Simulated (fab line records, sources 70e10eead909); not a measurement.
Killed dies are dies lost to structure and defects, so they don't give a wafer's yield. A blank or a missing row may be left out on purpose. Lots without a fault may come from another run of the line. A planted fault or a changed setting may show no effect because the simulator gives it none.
Which tool did it? | flow nand_harc | 12 lots, 36 wafers sampled, at 5 steps of a route of 1159

WHAT THE GAUGES READ, wafer by wafer
NHARC_A_ONON_D1_THK_MEAS_27: measures by ellipsometry. Usual: thk_nm 1001 nm, standard deviation 9.3.
lot  | measured     | on            | thk_nm (nm)    | flag
L884 | day 8 03:04  | film_metro-02 | 991 991 991    |
L885 | day 8 03:05  | film_metro-01 | 1003 1002 1002 |
L888 | day 9 01:27  | film_metro-02 | 1008 1009 1011 |
L891 | day 9 15:16  | film_metro-02 | 1013 1014 1014 |
L900 | day 12 03:35 | film_metro-01 | 992 994 992    |
L901 | day 12 09:55 | film_metro-01 | 998 999 1000   |
L902 | day 12 09:56 | film_metro-02 | 994 994 992    |
L903 | day 12 19:00 | film_metro-01 | 1010 1012 1012 |
L904 | day 13 02:52 | film_metro-01 | 1004 1003 1002 |
L905 | day 13 02:52 | film_metro-02 | 1020 1018 1020 |
L906 | day 13 12:15 | film_metro-02 | 1003 1000 1000 |
L907 | day 14 00:56 | film_metro-02 | 991 992 992    |

NHARC_END_SORT_01. Usual: killed_at_array 26, standard deviation 11; killed_at_other 0.4, standard deviation 0.78; killed_at_periphery 3.4, standard deviation 2.4; killed_dies 29, standard deviation 11; killed_open 3.1, standard deviation 1.9; killed_short 1.9, standard deviation 1.4.
lot  | measured     | on        | killed_at_array | killed_at_other | killed_at_periphery | killed_dies | killed_open | killed_short | flag
L885 | day 22 09:58 | prober-02 | 673 674 671     | 0 0 0           | 4 3 6               | 677 677 677 | 3 3 6       | 1 3 3        | OFF
L888 | day 23 16:25 | prober-01 | 673 674 673     | 0 0 0           | 4 3 4               | 677 677 677 | 1 6 1       | 2 0 1        | OFF

WHICH TOOL RAN EACH LOT (tool, then ch and the chambers of the sampled wafers, then the start)
lot  | NHARC_A_CHANNEL_HOLE_D1_DEP_00 | NHARC_A_CHANNEL_HOLE_D1_DESCUM_15  | NHARC_A_CHANNEL_HOLE_D1_ETCH_16
L884 | acl_dep-03 ch 0, day 8 06:45   | rie_diel-11 ch 0,1, day 8 09:37    | rie_diel-11 ch 1,2, no start
L885 | acl_dep-01 ch 0, day 8 08:32   | rie_diel-07 ch 0,1,2, day 8 14:43  | rie_diel-07 ch 0,3, day 22 09:58 or earlier
L888 | acl_dep-02 ch 0, day 9 03:58   | rie_diel-11 ch 0,1,3, day 9 10:21  | rie_diel-11 ch 2,3, day 23 16:25 or earlier
L891 | acl_dep-02 ch 0, day 9 16:36   | rie_diel-07 ch 0,1,3, day 9 19:32  | rie_diel-07 ch 1,2,3, no start
L900 | acl_dep-02 ch 0, day 12 04:47  | rie_diel-02 ch 0,1,2, day 12 07:38 | rie_diel-02 ch 1,2,3, no start
L901 | acl_dep-03 ch 0, day 12 11:05  | rie_diel-07 ch 1,2, day 12 13:54   | rie_diel-07 ch 0,1,2, no start
L902 | acl_dep-01 ch 0, day 12 12:23  | rie_diel-02 ch 0,1,3, day 12 15:16 | rie_diel-02 ch 0,2,3, no start
L903 | acl_dep-02 ch 0, day 12 20:10  | rie_diel-11 ch 0, day 12 22:53     | rie_diel-11 ch 0, day 13 00:14
L904 | acl_dep-03 ch 0, day 13 04:46  | rie_diel-11 ch 1,2, day 13 06:52   | rie_diel-11 ch 0,3, no start
L905 | acl_dep-02 ch 0, day 13 05:31  | rie_diel-07 ch 0,1, day 13 08:34   | rie_diel-07 ch 0,1,2, no start
L906 | acl_dep-02 ch 0, day 13 14:46  | rie_diel-11 ch 0,2, day 13 17:08   | rie_diel-11 ch 0,3, no start
L907 | acl_dep-02 ch 0, day 14 04:47  | rie_diel-02 ch 0,1,3, day 14 07:28 | rie_diel-02 ch 1,2, no start
- NHARC_A_CHANNEL_HOLE_D1_DEP_00: deposits aC, target thk 3100 nm.
- NHARC_A_CHANNEL_HOLE_D1_DESCUM_15: chemistry O2, time 3 s.
- NHARC_A_CHANNEL_HOLE_D1_ETCH_16: etches the open film in O2/COS, target depth 3100 nm, time 806 s.

WHAT THE TOOLS THEMSELVES READ (means of the sampled wafers that have a number; where no wafer has one, the mark that the record gives instead)
NHARC_A_CHANNEL_HOLE_D1_DEP_00. Usual: susceptor_temp_C 399.97 C, standard deviation 0.23; throttle_valve_pct 35.001 %, standard deviation 0.0093.
lot  | tool       | susceptor_temp_C (C) | throttle_valve_pct (%) | flag
L884 | acl_dep-03 | 399.81               | 34.998                 |
L885 | acl_dep-01 | -                    | 35.003                 | OFF
L888 | acl_dep-02 | 399.66               | 34.998                 |
L891 | acl_dep-02 | -                    | 34.999                 | OFF
L900 | acl_dep-02 | 399.93               | 35.005                 |
L901 | acl_dep-03 | -                    | 35.007                 | OFF
L902 | acl_dep-01 | 400.00               | 34.992                 |
L903 | acl_dep-02 | 399.75               | 35.010                 |
L904 | acl_dep-03 | 400.08               | 34.996                 |
L905 | acl_dep-02 | 399.65               | 34.987                 |
L906 | acl_dep-02 | -                    | 35.005                 | OFF
L907 | acl_dep-02 | -                    | 35.006                 | OFF

NHARC_A_CHANNEL_HOLE_D1_DESCUM_15. Usual: drypump_motor_current_A 5.6 A, standard deviation 0.34; mfc_ar_sccm 0.004 sccm, standard deviation 0.0062; oes_product_au 1.000 a.u., standard deviation 0.0092; rf_vpp_V 57.8 V, standard deviation 1; showerhead_plenum_p_Torr 1.92 Torr, standard deviation 0.1; throttle_valve_pct 11.313 %, standard deviation 0.0077.
lot  | tool        | drypump_motor_current_A (A) | mfc_ar_sccm (sccm) | oes_product_au (a.u.) | rf_vpp_V (V) | showerhead_plenum_p_Torr (Torr) | throttle_valve_pct (%) | flag
L884 | rie_diel-11 | 5.5                         | 0.000              | 1.008                 | 58.0         | 1.87                            | 11.312                 |
L885 | rie_diel-07 | 5.7                         | 0.006              | 0.997                 | 58.3         | 1.93                            | 11.312                 |
L888 | rie_diel-11 | 5.4                         | 0.000              | 1.008                 | 57.0         | 1.88                            | 11.311                 |
L891 | rie_diel-07 | 5.6                         | 0.011              | 1.004                 | 57.7         | 1.88                            | 11.317                 |
L900 | rie_diel-02 | 5.7                         | 0.008              | 0.998                 | 57.1         | 1.94                            | 11.305                 |
L901 | rie_diel-07 | 5.8                         | 0.008              | 0.995                 | 57.7         | 1.92                            | 11.314                 |
L902 | rie_diel-02 | 5.7                         | 0.006              | 0.994                 | 57.9         | 1.89                            | 11.312                 |
L903 | rie_diel-11 | 5.3                         | 0.000              | 0.998                 | 58.1         | 2.02                            | 11.315                 |
L904 | rie_diel-11 | 5.8                         | 0.002              | 1.005                 | 58.2         | 1.86                            | 11.309                 |
L905 | rie_diel-07 | 5.3                         | 0.007              | 0.996                 | 57.6         | 1.91                            | 11.313                 |
L906 | rie_diel-11 | 5.6                         | 0.002              | 1.003                 | 57.2         | 2.02                            | 11.311                 |
L907 | rie_diel-02 | 5.7                         | 0.006              | 0.998                 | 57.3         | 1.88                            | 11.309                 |

NHARC_A_CHANNEL_HOLE_D1_ETCH_16. Usual: drypump_motor_current_A 5.6 A, standard deviation 0.34; mfc_ar_sccm 0.004 sccm, standard deviation 0.0058; oes_product_au 0.999 a.u., standard deviation 0.0094; rf_vpp_V 314.2 V, standard deviation 2.4; showerhead_plenum_p_Torr 3.13 Torr, standard deviation 0.15; throttle_valve_pct 28.331 %, standard deviation 0.0091.
lot  | tool        | drypump_motor_current_A (A) | mfc_ar_sccm (sccm) | oes_product_au (a.u.) | rf_vpp_V (V) | showerhead_plenum_p_Torr (Torr) | throttle_valve_pct (%) | flag
L884 | rie_diel-11 | 6.0                         | 0.004              | 1.009                 | 315.0        | 3.16                            | 28.322                 |
L885 | rie_diel-07 | 5.8                         | 0.012              | 0.994                 | 312.4        | 3.03                            | 28.329                 |
L888 | rie_diel-11 | 5.9                         | 0.004              | 0.996                 | 315.9        | 3.17                            | 28.322                 |
L891 | rie_diel-07 | 6.0                         | 0.009              | 1.001                 | 314.1        | 3.10                            | 28.322                 |
L900 | rie_diel-02 | 5.7                         | 0.002              | 0.989                 | 313.5        | 3.09                            | 28.338                 |
L901 | rie_diel-07 | 5.7                         | 0.006              | 0.988                 | 313.8        | 3.14                            | 28.331                 |
L902 | rie_diel-02 | 5.6                         | 0.008              | 0.993                 | 315.6        | 3.21                            | 28.336                 |
L903 | rie_diel-11 | 5.3                         | 0.000              | 0.996                 | 316.5        | 3.29                            | 28.331                 |
L904 | rie_diel-11 | 5.3                         | 0.000              | 1.005                 | 315.9        | 3.18                            | 28.331                 |
L905 | rie_diel-07 | 5.7                         | 0.006              | 0.988                 | 313.8        | 3.14                            | 28.334                 |
L906 | rie_diel-11 | 5.3                         | 0.000              | 1.005                 | 314.5        | 3.18                            | 28.329                 |
L907 | rie_diel-02 | 5.8                         | 0.002              | 1.007                 | 312.8        | 3.04                            | 28.330                 |

THE ANSWER, worked out from the rows above alone
Rule: a lot is off if the mean of its wafers that have a number lies more than 3 standard deviations from the usual mean. A lot without any number at a reading at which 4 lots or more have one is off too. The other lots that the step has rows for count as sound. The gauges are gone through in route order, then the tools' own readings, and for those a lot's mean is taken as printed above. The first step at which some lot is off is used, and at that step the reading that is off furthest; a lot without a number counts as furthest.
Off: L885, L888, at NHARC_END_SORT_01 (killed_dies). Neither off nor sound, because the step has no rows for them: L884, L891, L900, L901, L902, L903, L904, L905, L906, L907.
A tool fits if, at a process step before that reading, it ran every lot that is off, and no sound lot after the first of them. The gauges at NHARC_END_SORT_01 are tried like those tools. NHARC_A_CHANNEL_HOLE_D1_ETCH_16 gives no start for some lots, so the hours and the order of its lots are those of NHARC_END_SORT_01. None of those tried fits.

WHAT THE SIMULATOR HAD PUT IN
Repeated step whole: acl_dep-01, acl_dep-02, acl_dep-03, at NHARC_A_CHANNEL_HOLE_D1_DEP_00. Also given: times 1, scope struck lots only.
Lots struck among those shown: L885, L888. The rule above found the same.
